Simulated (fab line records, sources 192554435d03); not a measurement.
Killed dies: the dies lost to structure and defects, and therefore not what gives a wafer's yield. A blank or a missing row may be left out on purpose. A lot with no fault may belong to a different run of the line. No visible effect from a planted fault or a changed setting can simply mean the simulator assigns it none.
Matching of chambers ; flow n5-finfet ; 3 sister chambers for N5_BEOL_M0_SAQP_PECVD_00 on pecvd-01
The step deposits SiCN from 3MS/NH3, target thk 8 nm, time 14 s. 5 wafers are shown with their chamber, then 7 later ones without.

WAFERS PAIRED WITH THEIR CHAMBERS
wafer;chamber;showerhead-plenum-p-Torr (Torr);throttle-valve-pct (%)
L083.5;0;3.651;9.3
L088.5;2;3.667;8.5
L089.4;2;3.673;8.9
L092.1;1;3.642;9.0
L092.2;1;3.648;8.9

WAFERS WITH NO CHAMBER GIVEN
wafer;showerhead-plenum-p-Torr (Torr);throttle-valve-pct (%)
L092.4;3.634;8.9
L093.1;3.651;9.1
L093.3;3.655;8.8
L093.4;3.665;9.4
L097.1;3.653;9.0
L097.4;3.660;9.2
L097.6;3.640;8.9

EACH ONE'S CHAMBER
wafer;from the rows above;in truth
L092.4;can't be placed: 1 or 0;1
L093.1;can't be placed: 0 or 1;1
L093.3;can't be placed: 1 or 0 or 2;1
L093.4;can't be placed: 0 or 2 or 1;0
L097.1;can't be placed: 0 or 1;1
L097.4;can't be placed: 0 or 2 or 1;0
L097.6;1;1
Correctly placed: 1 of 7. Not placeable from these rows: 6 (in 6, the candidates include the true chamber). 0 placed wrongly.
How it was worked out, from the rows above alone: a wafer's distance from a chamber is the root of the sum, over the readings, of the square of ((its reading less the chamber's mean) divided by the reading's scatter). The wafer belongs to the nearest chamber; if the next one is less than 2 further off, it can't be placed. A chamber's mean is the mean of its shown wafers. How the scatter is found: for the shown wafers, subtract from each reading the mean of its chamber, square and add these, divide the total by (wafers less chambers), then take the root.
